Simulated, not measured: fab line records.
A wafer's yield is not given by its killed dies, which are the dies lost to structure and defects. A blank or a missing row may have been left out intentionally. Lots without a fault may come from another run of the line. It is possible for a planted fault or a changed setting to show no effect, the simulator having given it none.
Comparing a struck lot with a sound one :: flow nand_harc :: 14 steps out of a route of 1159
Sound: wafers L215.1, L215.5, L215.6. Struck: wafer L209.6 (L209.2, L209.3, from the same lot, were not struck and are left out); the cause is given at the end.
Each step with rows lists, per side, the tool, then ch with its chambers, then its first start. Under that, the readings that differ: sound wafers :: struck wafers :: difference of the means :: sigmas: that difference in standard deviations of wafers without a fault.
alike: words and numbers the same on both sides, and readings whose means are apart by under 2 such deviations; not compared: readings that were withheld, readings missing a value for some wafer, numbers with overlapping values and no deviation given by the record, and bounds like >300 which may hide the same value.
Wherever a step has rows on one side only, a row that says differs or no value, or a row with sigmas, the two part there. Numbers that don't overlap but have no deviation are shown without sigmas and don't part them. Lack of a reading on every wafer of one side parts them only where that side has two or more wafers.

first, 7 steps without rows for these wafers: NHARC_A_M0_COAT_33 (time 65 s); NHARC_A_M0_COAT_03 (resist thk 90 nm); NHARC_A_M0_SOFTBAKE_04 (time 55 s); NHARC_A_M0_EBR_05; NHARC_A_M0_EXPOSE_06 (exposes mask A M0, target cd 80 nm); NHARC_A_M0_PEB_07 (peb time 65 s); NHARC_A_M0_DEVELOP_08 (develop time 35 s).
NHARC_A_M0_CD_MEAS_09: the cd target is 80 nm.
  sound on cd_sem-01 ch 0, day 22 11:10; struck on cd_sem-03 ch 0, day 20 10:31
  alike: cd_nm
NHARC_A_M0_OVL_MEAS_10: pitch 160 nm.
  sound on overlay-01 at day 22 11:14; struck on overlay-02 at day 20 10:35
  alike: overlay_x_nm, overlay_y_nm
NHARC_A_M0_INSPECT_11:
  sound on defect_inspect-01 at day 22 11:17; struck on defect_inspect-02 at day 20 10:38
  alike: raw_defect_count
NHARC_A_M0_DESCUM_14: chemistry O2, time 3 s.
  sound on rie_diel-05 ch 0,1,2, day 22 11:22; struck on rie_diel-12 ch 0, day 20 10:42
  alike: drypump_motor_current_A, mfc_ar_sccm, o2_flow_sccm, oes_product_au, rf_vpp_V, showerhead_plenum_p_Torr, throttle_valve_pct
  not compared: rf_hours_counter_h
NHARC_A_M0_ETCH_34: etches the open film in N2/H2, target depth 40 nm, overetch 12 nm, time 43.94 s.
  sound on rie_diel-05 ch 0,1, day 22 11:26; struck on rie_diel-12 ch 0, day 20 10:47
reading: run_length_s (s)
sound: 65.3 65.4 65.2
struck: 66.2
difference: +0.9
sigmas: +2

reading: throttle_valve_pct (%)
sound: 14.182 14.181 14.185
struck: 14.165
difference: -0.018
sigmas: -2
  alike: drypump_motor_current_A, mfc_ar_sccm, oes_product_au, rf_vpp_V, showerhead_plenum_p_Torr
  not compared: rf_hours_counter_h
NHARC_A_M0_ETCH_15: etches the open film in C4F8/Ar, target depth 150 nm, overetch 15 nm, time 82.5 s.
  sound on rie_diel-05 ch 0,1, day 22 11:31; struck on rie_diel-12 ch 0, day 20 10:53
reading: run_length_s (s)
sound: 103.4 104.3 103.4
struck: 98.0
difference: -5.7
sigmas: -13
  alike: oes_product_au, rf_vpp_V
  not compared: rf_hours_counter_h
NHARC_A_M0_CD_MEAS_16:
  sound on cd_sem-03 at day 22 11:38; struck on cd_sem-02 at day 20 11:02
  alike: cd_nm

## WHERE THEY PART
Earliest at NHARC_A_M0_ETCH_34; latest, in this record, at NHARC_A_M0_ETCH_15. Later steps at which nothing parts them and some readings are alike: NHARC_A_M0_CD_MEAS_16.

WHY: the cause the simulator had injected
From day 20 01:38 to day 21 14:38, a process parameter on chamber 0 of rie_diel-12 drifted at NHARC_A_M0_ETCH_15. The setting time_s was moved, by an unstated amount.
